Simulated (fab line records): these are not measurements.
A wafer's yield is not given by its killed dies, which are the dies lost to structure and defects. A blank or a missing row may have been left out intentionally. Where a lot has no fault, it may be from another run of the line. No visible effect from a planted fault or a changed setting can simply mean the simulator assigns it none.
A lot that was struck, set against a sound lot / flow nand_harc / 14 steps out of a route of 1302
Sound: the wafers L381.4, L381.5, L381.6. The struck wafers were L378.3, L378.4, L378.6. Last of all comes the cause.
Order at every step that has rows: each side's tool, ch and its chambers, its first start. Under that, the readings that differ: sound wafers / struck wafers / difference of the means / sigmas: that difference in standard deviations of wafers without a fault.
alike: same words and numbers on both sides, and readings whose means sit less than 2 such deviations apart. not compared: any withheld reading, any reading some wafer has no value for, any bound like >300 that may hide the same value, and any number with overlapping values for which the record gives no deviation.
The two part at a step that has a row with sigmas, a row that says differs or no value, or rows on one side only. Numbers that have no deviation but don't overlap get no sigmas and don't part them. Lack of a reading on every wafer of one side parts them only where that side has two or more wafers.

first, 6 steps without rows for these wafers: NHARC_A_STAIRCASE_EXPOSE_181 (exposes mask STAIR 2); NHARC_A_STAIRCASE_PEB_182 (peb time 130 s); NHARC_A_STAIRCASE_DEVELOP_183 (time 140 s); NHARC_A_STAIRCASE_HARDBAKE_185 (time 140 s); NHARC_A_STAIRCASE_DESCUM_186 (chemistry O2, time 3 s); NHARC_A_STAIRCASE_TRIM_187 (chemistry O2, time 211.2 s).
NHARC_A_STAIRCASE_ETCH_188: etches the open film in C4F8/O2, target depth 100 nm, time 40.5 s.
  sound on rie_diel-11 ch 1,2,3; struck on rie_diel-11 ch 1,2,3
  alike: oes_product_au, rf_vpp_V
  not compared: rf_hours_counter_h
then, 1 step without rows for these wafers: NHARC_A_STAIRCASE_TRIM_189 (chemistry O2, time 211.2 s).
NHARC_A_STAIRCASE_ETCH_190: etches the open film in C4F8/O2, target depth 100 nm, time 40.5 s.
  sound on rie_diel-11 ch 1,2; struck on rie_diel-11 ch 0,1,2
  alike: oes_product_au, rf_vpp_V
  not compared: rf_hours_counter_h
NHARC_A_STAIRCASE_TRIM_191: chemistry O2, time 211.2 s.
  sound on rie_diel-11 ch 0,2,3; struck on rie_diel-11 ch 0,1,3
  alike: chamber_pressure_mTorr, drypump_motor_current_A, oes_product_au, rf_vpp_V, showerhead_plenum_p_Torr, throttle_valve_pct
  not compared: rf_hours_counter_h
NHARC_A_STAIRCASE_ETCH_192: etches the open film in C4F8/O2, target depth 100 nm, time 40.5 s.
  sound on rie_diel-11 ch 2,3; struck on rie_diel-11 ch 0,1,2
  alike: oes_product_au, rf_vpp_V
  not compared: rf_hours_counter_h
NHARC_A_STAIRCASE_TRIM_193: chemistry O2, time 211.2 s.
  sound on rie_diel-11 ch 0,1,2, day 24 15:03; struck on rie_diel-11 ch 0,1, day 23 01:11
  no value came back on the struck wafers for any of 7 readings (bias_w (W), chamber_pressure_mTorr (mTorr) and others); on the sound wafers bias_w (W) reads 0 0 0
  not compared: rf_hours_counter_h
NHARC_A_STAIRCASE_ETCH_194: etches the open film in C4F8/O2, target depth 100 nm, time 40.5 s.
  sound on rie_diel-11 ch 0,1; struck on rie_diel-11 ch 0,1
  alike: oes_product_au, rf_vpp_V
  not compared: rf_hours_counter_h
-- jump in the record: it breaks off in module A_STAIRCASE and resumes in module END (first step shown: number 1302 of the route), and 9 days separate the struck wafers' starts before and after --
NHARC_END_SORT_01:
  only the struck wafers appear in the record here, on prober-01 ch 0 at day 31 16:37; the sound ones have no rows

== WHERE THEY PART ==
First at NHARC_A_STAIRCASE_TRIM_193; last, within this record, at NHARC_END_SORT_01.

WHY: what had been put in by the simulator
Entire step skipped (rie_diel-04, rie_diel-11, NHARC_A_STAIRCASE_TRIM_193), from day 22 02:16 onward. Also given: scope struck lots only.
